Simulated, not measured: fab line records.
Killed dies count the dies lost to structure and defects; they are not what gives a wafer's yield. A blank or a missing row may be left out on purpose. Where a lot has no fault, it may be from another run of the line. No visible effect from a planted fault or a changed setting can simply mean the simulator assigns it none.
Matching of chambers | flow nand harc | pecvd-01 running NHARC_A_CONTACT_DEP_24: 3 sister chambers
The step deposits SiO2, target thk 500 nm. 6 wafers are shown with their chamber, then 11 later ones without.

## WAFERS WITH THEIR CHAMBER
wafer  | chamber | heater power w (W) | throttle valve pct (%)
L082.2 | 2       | 597                | 16.1
L082.5 | 2       | 637                | 15.8
L082.6 | 0       | 720                | 15.9
L083.4 | 0       | 746                | 15.8
L083.5 | 1       | 410                | 16.1
L084.1 | 1       | 477                | 16.0

## WAFERS MISSING THEIR CHAMBER
wafer  | heater power w (W) | throttle valve pct (%)
L084.3 | 714                | 15.8
L084.6 | 756                | 15.6
L087.3 | 645                | 15.9
L087.5 | 428                | 16.4
L087.6 | 684                | 16.2
L092.1 | 556                | 16.0
L092.3 | 720                | 15.9
L092.5 | 603                | 16.0
L093.3 | 625                | 16.0
L093.4 | 675                | 16.0
L093.5 | 366                | 15.9

## WHICH CHAMBER EACH ONE RAN IN
wafer  | from the rows above     | in truth
L084.3 | 0                       | 0
L084.6 | 0                       | 0
L087.3 | can't be placed: 2 or 0 | 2
L087.5 | 1                       | 1
L087.6 | can't be placed: 2 or 0 | 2
L092.1 | can't be placed: 2 or 1 | 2
L092.3 | 0                       | 0
L092.5 | 2                       | 2
L093.3 | 2                       | 2
L093.4 | can't be placed: 2 or 0 | 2
L093.5 | 1                       | 1
Placed correctly: 7 of 11. Cannot be placed on the basis of these rows: 4; the candidates contain the true chamber in 4. Placed wrongly: 0.
How it was worked out, from the rows above alone: a wafer's distance from a chamber is the root of the sum, over the readings, of the square of ((its reading less the chamber's mean) divided by the reading's scatter). If the next closest chamber is less than 2 further off than the closest, the wafer can't be placed; otherwise it belongs to the closest. For every chamber, the mean is computed from those of its wafers that are shown. The scatter is the square root of a quotient: the sum, over the shown wafers, of each reading's squared deviation from its chamber's mean, divided by wafers minus chambers.
